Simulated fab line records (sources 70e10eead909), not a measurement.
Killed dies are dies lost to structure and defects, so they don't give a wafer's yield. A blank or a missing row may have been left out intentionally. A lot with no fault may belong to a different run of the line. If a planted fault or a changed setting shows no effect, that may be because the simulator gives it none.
Chamber matching    flow nand-harc    NHARC_P_BONDPAD_CMP_32 on cmp-03 has 4 sister chambers
The step polishes SiCN, target thk 200 nm. 14 wafers are shown with their chamber, then 7 later ones without.

## WAFERS WITH THEIR CHAMBER
wafer   chamber  motor-current-A (A)  slurry-filter-dp-kPa (kPa)
L401.1  1        11.5                 13.47
L401.2  0        12.5                 13.28
L401.4  3        12.5                 13.52
L403.1  1        10.6                 13.49
L403.2  2        11.1                 13.63
L403.5  1        10.7                 13.76
L405.1  3        13.4                 13.58
L405.3  0        12.2                 13.42
L405.5  3        13.4                 13.38
L411.2  2        10.6                 13.33
L411.3  3        13.4                 13.64
L411.5  2        10.8                 13.55
L420.1  0        12.4                 13.27
L420.2  1        11.0                 13.43

SIGNATURES, as means of the wafers listed above
reading               chamber 0  chamber 1  chamber 2  chamber 3  scatter within a chamber
motor-current-A       12.367     10.950     10.833     13.175     0.356
slurry-filter-dp-kPa  13.3233    13.5375    13.5033    13.5300    0.129
Rule: a wafer's distance from a chamber is the root of the sum, over the readings, of the square of ((its reading less the chamber's mean) divided by the reading's scatter). If the next closest chamber is less than 2 further off than the closest, the wafer can't be placed; otherwise it belongs to the closest. How the scatter is found: for the shown wafers, subtract from each reading the mean of its chamber, square and add these, divide the total by (wafers less chambers), then take the root.

## WAFERS WITHOUT THEIR CHAMBER
wafer   motor-current-A (A)  slurry-filter-dp-kPa (kPa)
L420.3  10.9                 13.64
L421.1  10.9                 13.54
L421.2  12.5                 13.30
L421.4  11.0                 13.42
L424.2  12.6                 13.66
L424.3  12.5                 13.79
L424.6  10.9                 13.47

## WHICH CHAMBER EACH WENT THROUGH
wafer    from the rows above       in truth
L420.3   can't be placed: 1 or 2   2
L421.1   can't be placed: 1 or 2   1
L421.2   0                         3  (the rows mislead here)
L421.4   can't be placed: 2 or 1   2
L424.2   can't be placed: 3 or 0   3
L424.3   can't be placed: 3 or 0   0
L424.6   can't be placed: 2 or 1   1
Correct placement for 0 of the 7. Not placeable from these rows: 6 (in 6, the candidates include the true chamber). Number placed wrongly: 1.
